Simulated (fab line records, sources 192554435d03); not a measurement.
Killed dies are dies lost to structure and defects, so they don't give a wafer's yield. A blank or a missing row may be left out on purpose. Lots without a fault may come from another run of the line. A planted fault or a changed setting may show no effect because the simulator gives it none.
Split-lot experiment | flow n5_finfet | 4 lots, 21 wafers read, on a route of 1938 steps

THE SPLIT
At N5_HKMG_FIN_COAT_06 (resist thk 90 nm), the setting spin_rpm was moved away from the recipe's 1500 rpm on 9 of the 21 wafers read, by -11.1% to -7.3%. The other wafers ran this setting at the recipe's value.

The reading is taken at the split's own step.

THE READING
CAR-ArF_of_HKMG_FIN_COAT_06.thk_nm (the simulator's own value, which no gauge read), in nm, at N5_HKMG_FIN_COAT_06 (resist thk 90 nm). The file gives no usual value for it. The 12 wafers here that ran the recipe average 90.0 nm, standard deviation 0.38 nm.

wafer  | tool, chamber at the split | spin_rpm as run, rpm | against the recipe | CAR-ArF_of_HKMG_FIN_COAT_06.thk_nm, nm | against lot-mates on the recipe
L079.1 | litho_track-01, 0          | 1500                 | recipe             | 90.6                                   | -
L079.3 | litho_track-01, 0          | 1500                 | recipe             | 90.6                                   | -
L079.2 | litho_track-01, 0          | 1366                 | -8.9%              | 94.6                                   | +4.3
L079.5 | litho_track-01, 0          | 1366                 | -8.9%              | 94.6                                   | +4.3
L079.6 | litho_track-01, 0          | 1366                 | -8.9%              | 94.6                                   | +4.3
L079.4 | litho_track-01, 0          | 1500                 | recipe             | 89.8                                   | -
L081.4 | litho_track-01, 0          | 1500                 | recipe             | 90                                     | -
L081.6 | litho_track-01, 0          | 1500                 | recipe             | 90                                     | -
L081.5 | litho_track-01, 0          | 1500                 | recipe             | 89.8                                   | -
L087.1 | litho_track-05, 0          | 1390                 | -7.3%              | 93                                     | +3.5
L087.2 | litho_track-05, 0          | 1390                 | -7.3%              | 93.4                                   | +3.9
L087.3 | litho_track-05, 0          | 1390                 | -7.3%              | 93.2                                   | +3.7
L087.4 | litho_track-05, 0          | 1500                 | recipe             | 89.6                                   | -
L087.6 | litho_track-05, 0          | 1500                 | recipe             | 89.6                                   | -
L087.5 | litho_track-05, 0          | 1500                 | recipe             | 89.4                                   | -
L089.1 | litho_track-04, 0          | 1334                 | -11.1%             | 95.6                                   | +5.3
L089.2 | litho_track-04, 0          | 1334                 | -11.1%             | 95.8                                   | +5.5
L089.3 | litho_track-04, 0          | 1334                 | -11.1%             | 96.2                                   | +5.9
L089.4 | litho_track-04, 0          | 1500                 | recipe             | 90.4                                   | -
L089.5 | litho_track-04, 0          | 1500                 | recipe             | 90.2                                   | -
L089.6 | litho_track-04, 0          | 1500                 | recipe             | 90.2                                   | -

THE FIT
A straight line over all 21 wafers: CAR-ArF_of_HKMG_FIN_COAT_06.thk_nm changes by -0.508 nm for each +1% of spin_rpm; r = -0.99; the points scatter about the line by 0.4 nm.
The same after taking each lot's own level away (the mean of its wafers on the recipe; 21 wafers): -0.496 nm for each +1%; r = -1.00; scatter 0.22 nm.
On that fit, the largest move of spin_rpm shifts the reading by 5.5 nm.
The lots' own levels span 89.53 to 90.33 nm, that is 2.1 times the standard deviation above.
So the lot-to-lot level changes the slope little: the two slopes agree.
Check: with one of the wafers moved furthest among these (-11.1%) left out of the fit, the line predicts +5.52 nm for it against its lot-mates. It came out at +5.33 nm against them.

OTHER SPLITS ON THESE WAFERS
These wafers also went through other splits before the reading. Each is held against what the fit with the lots' levels taken away leaves over:
other split on the same wafers | wafers away from the commonest value | r with CAR-ArF_of_HKMG_FIN_COAT_06.thk_nm (lot level and that fit taken away)
N5_WELL_APT_COAT_02 spin_rpm   | 6                                    | -0.04
N5_FIN_SAQP_COAT_49 spin_rpm   | 6                                    | +0.20
N5_FIN_CUT_EXPOSE_05 dose_mj   | 9                                    | -0.10
N5_SDB_COAT_03 spin_rpm        | 6                                    | -0.32
N5_SDB_COAT_05 spin_rpm        | 9                                    | -0.09

THE FILE'S OWN FIT
CAR-ArF_of_HKMG_FIN_COAT_06.thk_nm changes by -0.496 nm for each +1% of spin_rpm, r = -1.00.
